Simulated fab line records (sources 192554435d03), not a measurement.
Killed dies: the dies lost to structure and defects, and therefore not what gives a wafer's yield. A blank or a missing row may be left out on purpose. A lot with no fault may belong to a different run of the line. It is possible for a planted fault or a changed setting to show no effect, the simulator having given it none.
Split-lot experiment -- flow n5-finfet -- 21 wafers read from 7 lots, route of 1938 steps

== ON THE SPLIT ==
At N5_BEOL_M1_COAT_22 (resist thk 30 nm), the setting spin-rpm was moved away from the recipe's 1500 rpm on 6 of the 21 wafers read, by -8.6% to +8.9%. For the rest of the wafers, this setting stayed at what the recipe calls for.

== FROM THE SPLIT TO THE READING: what the file shows between them, 4 steps ==
- N5_BEOL_M1_EXPOSE_25: exposes mask V0, defocus 5 nm, target cd 24 nm (also split here: dose-mj)
- N5_BEOL_M1_PEB_26: peb time 60 s
- N5_BEOL_M1_DEVELOP_27: develop time 30 s
- N5_BEOL_M1_DESCUM_33: chemistry O2, time 7 s

== THE READING ==
CAR-EUV_of_BEOL_M1_COAT_22.thk-nm (the simulator's own value, which no gauge read), in nm, at N5_BEOL_M1_ETCH_77 (etches underlayer in N2/H2, target depth 6.5 nm, time 5.2 s). No usual value for it is given in the file. Across the 15 wafers here that went through the recipe, the average is 20.4 nm and the standard deviation 0.11 nm.

wafer,"tool, chamber at the split","spin-rpm as run, rpm",against the recipe,"CAR-EUV_of_BEOL_M1_COAT_22.thk-nm, nm",against lot-mates on the recipe
L076.3,"litho-track-01, 0",1371,-8.6%,21.6,+1.2
L076.5,"litho-track-01, 0",1371,-8.6%,21.6,+1.2
L076.4,"litho-track-01, 0",1500,recipe,20.4,-
L077.1,"litho-track-03, 0",1500,recipe,20.4,-
L077.4,"litho-track-03, 0",1500,recipe,20.4,-
L077.3,"litho-track-03, 0",1500,recipe,20.6,-
L078.1,"litho-track-04, 0",1633,+8.9%,19,-1.2
L078.4,"litho-track-04, 0",1633,+8.9%,19,-1.2
L078.6,"litho-track-04, 0",1500,recipe,20.2,-
L079.1,"litho-track-01, 0",1500,recipe,20.6,-
L079.2,"litho-track-01, 0",1445,-3.7%,21,+0.5
L079.3,"litho-track-01, 0",1500,recipe,20.4,-
L083.3,"litho-track-04, 0",1500,recipe,20.4,-
L083.6,"litho-track-04, 0",1500,recipe,20.4,-
L083.5,"litho-track-04, 0",1500,recipe,20.2,-
L085.1,"litho-track-04, 0",1500,recipe,20.2,-
L085.3,"litho-track-04, 0",1500,recipe,20.4,-
L085.4,"litho-track-04, 0",1500,recipe,20.4,-
L092.2,"litho-track-01, 0",1500,recipe,20.4,-
L092.5,"litho-track-01, 0",1500,recipe,20.4,-
L092.4,"litho-track-01, 0",1428,-4.8%,21,+0.6

THE FIT
A straight line over all 21 wafers: CAR-EUV_of_BEOL_M1_COAT_22.thk-nm changes by -0.149 nm for each +1% of spin-rpm; r = -0.99; the points scatter about the line by 0.11 nm.
The same after taking each lot's own level away (the mean of its wafers on the recipe; 21 wafers): -0.136 nm for each +1%; r = -0.99; scatter 0.074 nm.
The reading moves by 1.2 nm for the largest change in spin-rpm, on that fit.
Measured against the standard deviation above, the lots' own levels, which go from 20.20 to 20.50 nm, span 2.6 times it.
So the lot-to-lot level changes the slope little: the two slopes agree.
Check: -1.21 nm against its lot-mates is what the line predicts for one of the wafers moved furthest among these (+8.9%) when that wafer is left out of the fit. It came out at -1.2 nm against them.

== OTHER SPLITS ON THESE WAFERS ==
Note: prior to the reading, these wafers also went through further splits. Each is held against what the fit with the lots' levels taken away leaves over:
other split on the same wafers,wafers away from the commonest value,r with CAR-EUV_of_BEOL_M1_COAT_22.thk-nm (lot level and that fit taken away)
N5_MOL_CONTACT_COAG_ETCH_105 bias-w,9,+0.11
N5_MOL_CONTACT_COAG_ETCH_106 source-w,5,-0.04
N5_BEOL_M0_SAQP_SPACER1_ALD_98 ald-cycles,5,-0.11
N5_BEOL_M1_HM_DEP_02 target-thk-a,7,+0.10
N5_BEOL_M1_COAT_05 spin-rpm,9,-0.03
N5_BEOL_M1_EXPOSE_25 dose-mj,5,+0.40

== THE WHOLE CHAIN: every reading that the file lists as answering this split, in the file's order ==
step,what it does,reading,change (the file's fit),r (the file's)
N5_BEOL_M1_COAT_22,resist thk 30 nm,"CAR-EUV_of_BEOL_M1_COAT_22.thk-nm (the simulator's own value, which no gauge read)",-0.15 nm for each +1% of the setting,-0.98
N5_BEOL_M1_DEVELOP_27,develop time 30 s,"CAR-EUV_of_BEOL_M1_COAT_22.thk-nm (the simulator's own value, which no gauge read)",-0.161 nm for each +1% of the setting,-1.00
N5_BEOL_M1_ETCH_77,"etches underlayer in N2/H2, target depth 6.5 nm, time 5.2 s","CAR-EUV_of_BEOL_M1_COAT_22.thk-nm (the simulator's own value, which no gauge read)",-0.136 nm for each +1% of the setting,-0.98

== FILE'S OWN FIT ==
CAR-EUV_of_BEOL_M1_COAT_22.thk-nm changes by -0.136 nm for each +1% of spin-rpm, r = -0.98.
